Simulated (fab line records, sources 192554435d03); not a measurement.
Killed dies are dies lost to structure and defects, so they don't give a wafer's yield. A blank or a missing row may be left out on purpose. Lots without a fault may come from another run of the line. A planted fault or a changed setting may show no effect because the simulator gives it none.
Split-lot experiment | flow n5_finfet | 7 lots, 21 wafers read, on a route of 1938 steps

THE SPLIT
At N5_BEOL_M15_COAT_58 (time 60 s, resist thk 89 nm), the setting spin_rpm was moved away from the recipe's 1500 rpm on 8 of the 21 wafers read, by -8.3% to +10.8%. The other wafers ran this setting at the recipe's value.

FROM THE SPLIT TO THE READING: what the file shows between them, 3 steps
- N5_BEOL_M15_COAT_04: resist thk 800 nm
- N5_BEOL_M15_EBR_06
- N5_BEOL_M15_DESCUM_15: chemistry O2, time 7.9 s

THE READING
etch.depth_nm (the simulator's own value, which no gauge read), in nm, at N5_BEOL_M15_ETCH_59 (etches BARC in N2/H2, target depth 89 nm, overetch 26.7 nm, time 67.9 s). The file gives no usual value for it. The 13 wafers here that ran the recipe average 89.10 nm, standard deviation 0.2 nm.

wafer  | tool, chamber at the split | spin_rpm as run, rpm | against the recipe | etch.depth_nm, nm | against lot-mates on the recipe
L077.2 | litho_track-02, 0          | 1662                 | +10.8%             | 84.65             | -4.55
L077.3 | litho_track-02, 0          | 1500                 | recipe             | 89.2              | -
L077.6 | litho_track-02, 0          | 1662                 | +10.8%             | 84.64             | -4.56
L081.1 | litho_track-04, 0          | 1500                 | recipe             | 89.27             | -
L081.4 | litho_track-04, 0          | 1500                 | recipe             | 89.28             | -
L081.5 | litho_track-04, 0          | 1500                 | recipe             | 89.48             | -
L082.1 | litho_track-04, 0          | 1500                 | recipe             | 88.95             | -
L082.5 | litho_track-04, 0          | 1573                 | +4.9%              | 86.66             | -2.28
L082.6 | litho_track-04, 0          | 1500                 | recipe             | 88.92             | -
L087.1 | litho_track-03, 0          | 1614                 | +7.6%              | 85.96             | -2.98
L087.4 | litho_track-03, 0          | 1614                 | +7.6%              | 85.68             | -3.26
L087.5 | litho_track-03, 0          | 1500                 | recipe             | 88.94             | -
L089.1 | litho_track-03, 0          | 1376                 | -8.3%              | 93                | +4.03
L089.3 | litho_track-03, 0          | 1500                 | recipe             | 89                | -
L089.5 | litho_track-03, 0          | 1500                 | recipe             | 88.93             | -
L091.1 | litho_track-02, 0          | 1634                 | +8.9%              | 85.48             | -3.75
L091.2 | litho_track-02, 0          | 1500                 | recipe             | 89.19             | -
L091.6 | litho_track-02, 0          | 1500                 | recipe             | 89.28             | -
L096.1 | litho_track-03, 0          | 1500                 | recipe             | 88.71             | -
L096.4 | litho_track-03, 0          | 1500                 | recipe             | 89.1              | -
L096.5 | litho_track-03, 0          | 1389                 | -7.4%              | 92.31             | +3.41

THE FIT
A straight line over all 21 wafers: etch.depth_nm changes by -0.43 nm for each +1% of spin_rpm; r = -1.00; the points scatter about the line by 0.22 nm.
The same after taking each lot's own level away (the mean of its wafers on the recipe; 21 wafers): -0.437 nm for each +1%; r = -1.00; scatter 0.15 nm.
On that fit, the largest move of spin_rpm shifts the reading by 4.7 nm.
The lots' own levels span 88.905 to 89.343 nm, that is 2.2 times the standard deviation above.
So the lot-to-lot level changes the slope little: the two slopes agree.
Check: with one of the wafers moved furthest among these (+10.8%) left out of the fit, the line predicts -4.68 nm for it against its lot-mates. It came out at -4.55 nm against them.

OTHER SPLITS ON THESE WAFERS
These wafers also went through other splits before the reading. Each is held against what the fit with the lots' levels taken away leaves over:
other split on the same wafers    | wafers away from the commonest value | r with etch.depth_nm (lot level and that fit taken away)
N5_BEOL_M12_SPUTTER_45 time_s     | 5                                    | -0.18
N5_BEOL_M13_TRENCH_ETCH_34 time_s | 9                                    | -0.15
N5_BEOL_M13_SPUTTER_43 time_s     | 6                                    | +0.04
N5_BEOL_M15_ILD_DEP_00 time_s     | 2                                    | +0.15

THE WHOLE CHAIN: every reading that the file lists as answering this split, in the file's order
step                | what it does                                                            | reading                                                                          | change (the file's fit)               | r (the file's)
N5_BEOL_M15_COAT_58 | time 60 s, resist thk 89 nm                                             | BARC_of_BEOL_M15_COAT_58.thk_nm (the simulator's own value, which no gauge read) | -0.445 nm for each +1% of the setting | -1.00
N5_BEOL_M15_ETCH_59 | etches BARC in N2/H2, target depth 89 nm, overetch 26.7 nm, time 67.9 s | etch.depth_nm (the simulator's own value, which no gauge read)                   | -0.439 nm for each +1% of the setting | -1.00

THE FILE'S OWN FIT
etch.depth_nm changes by -0.439 nm for each +1% of spin_rpm, r = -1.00.
